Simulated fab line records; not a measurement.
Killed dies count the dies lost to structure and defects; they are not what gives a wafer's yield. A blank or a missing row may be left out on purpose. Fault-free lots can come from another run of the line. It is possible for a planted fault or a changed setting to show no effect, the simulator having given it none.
Split-lot study ; flow n5Finfet ; 39 wafers read from 7 lots, route of 1938 steps

## ABOUT THE SPLIT
At N5_MIM_BOT_SPUTTER_00 (material TiN, target thk 35 nm, time 89.7 s), the setting timeS was moved away from the recipe's 89.7 s on 15 of the 39 wafers read, by -59.0% to +46.5%. The other wafers ran this setting at the recipe's value.

The reading is taken at the split's own step.

## THE READING
TiN_of_MIM_BOT_SPUTTER_00.thkNm (the simulator's own value, which no gauge read), in nm, at N5_MIM_BOT_SPUTTER_00 (material TiN, target thk 35 nm, time 89.7 s). The file does not state a usual value for it. Across the 24 wafers here that went through the recipe, the average is 34.8 nm and the standard deviation 0.36 nm.

wafer;tool, chamber at the split;timeS as run, s;against the recipe;TiN_of_MIM_BOT_SPUTTER_00.thkNm, nm;against lot-mates on the recipe
L074.1;pvdSputter-02, -;36.81;-59.0%;14.6;-20.2
L074.2;pvdSputter-02, -;89.7;recipe;34.8;-
L074.4;pvdSputter-02, -;89.7;recipe;34.8;-
L074.6;pvdSputter-02, -;89.7;recipe;34.8;-
L074.3;pvdSputter-02, -;36.81;-59.0%;14.2;-20.6
L074.5;pvdSputter-02, -;36.81;-59.0%;14.2;-20.6
L078.1;pvdSputter-02, -;89.7;recipe;35.2;-
L078.2;pvdSputter-02, -;89.7;recipe;35.2;-
L078.3;pvdSputter-02, -;89.7;recipe;35;-
L078.4;pvdSputter-02, -;89.7;recipe;35;-
L078.5;pvdSputter-02, -;89.7;recipe;35;-
L078.6;pvdSputter-02, -;89.7;recipe;35;-
L083.2;pvdSputter-02, -;89.7;recipe;35.4;-
L083.4;pvdSputter-02, -;89.7;recipe;35.2;-
L083.6;pvdSputter-02, -;89.7;recipe;34.8;-
L085.1;pvdSputter-01, -;89.7;recipe;34.2;-
L085.5;pvdSputter-01, -;89.7;recipe;34.2;-
L085.2;pvdSputter-01, -;123;+37.1%;47.8;+13.5
L085.3;pvdSputter-01, -;123;+37.1%;47.2;+12.9
L085.4;pvdSputter-01, -;123;+37.1%;47.4;+13.1
L085.6;pvdSputter-01, -;89.7;recipe;34.6;-
L091.1;pvdSputter-02, -;89.7;recipe;35;-
L091.5;pvdSputter-02, -;89.7;recipe;35;-
L091.2;pvdSputter-02, -;61.52;-31.4%;24.2;-10.9
L091.3;pvdSputter-02, -;61.52;-31.4%;24.4;-10.7
L091.4;pvdSputter-02, -;61.52;-31.4%;24.6;-10.5
L091.6;pvdSputter-02, -;89.7;recipe;35.2;-
L092.1;pvdSputter-03, -;131.4;+46.5%;51;+16.3
L092.2;pvdSputter-03, -;131.4;+46.5%;51;+16.3
L092.4;pvdSputter-03, -;131.4;+46.5%;51;+16.3
L092.3;pvdSputter-03, -;89.7;recipe;34.8;-
L092.5;pvdSputter-03, -;89.7;recipe;34.6;-
L092.6;pvdSputter-03, -;89.7;recipe;34.6;-
L094.1;pvdSputter-01, -;89.7;recipe;34.2;-
L094.2;pvdSputter-01, -;120.5;+34.3%;46.2;+11.9
L094.3;pvdSputter-01, -;120.5;+34.3%;46.2;+11.9
L094.6;pvdSputter-01, -;120.5;+34.3%;46.2;+11.9
L094.4;pvdSputter-01, -;89.7;recipe;34.6;-
L094.5;pvdSputter-01, -;89.7;recipe;34;-

FIT RESULTS
A straight line over all 39 wafers: TiN_of_MIM_BOT_SPUTTER_00.thkNm changes by +0.343 nm for each +1% of timeS; r = +1.00; the points scatter about the line by 0.36 nm.
The same after taking each lot's own level away (the mean of its wafers on the recipe; 39 wafers): +0.348 nm for each +1%; r = +1.00; scatter 0.19 nm.
According to that fit, moving timeS by its largest amount changes the reading by 21 nm.
Across the lots, their own levels run from 34.27 to 35.13 nm, a range of 2.4 times the standard deviation given above.
The two slopes agree, so the slope changes little with the lot-to-lot level.
Check: for one of the wafers moved furthest among these (-59.0%), held out of the fit, the line's prediction against its lot-mates is -20.5 nm. Against them it came out at -20.2 nm.

## THESE WAFERS: OTHER SPLITS
Before the reading, these wafers also passed through other splits. Each is held against what the fit with the lots' levels taken away leaves over:
other split on the same wafers;wafers away from the commonest value;r with TiN_of_MIM_BOT_SPUTTER_00.thkNm (lot level and that fit taken away)
N5_BEOL_M6_TRENCH_ETCH_37 timeS;12;-0.33
N5_BEOL_M7_ETCH_66 targetDepthA;18;+0.13

## THE FILE'S OWN FIT
TiN_of_MIM_BOT_SPUTTER_00.thkNm changes by +0.348 nm for each +1% of timeS, r = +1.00.
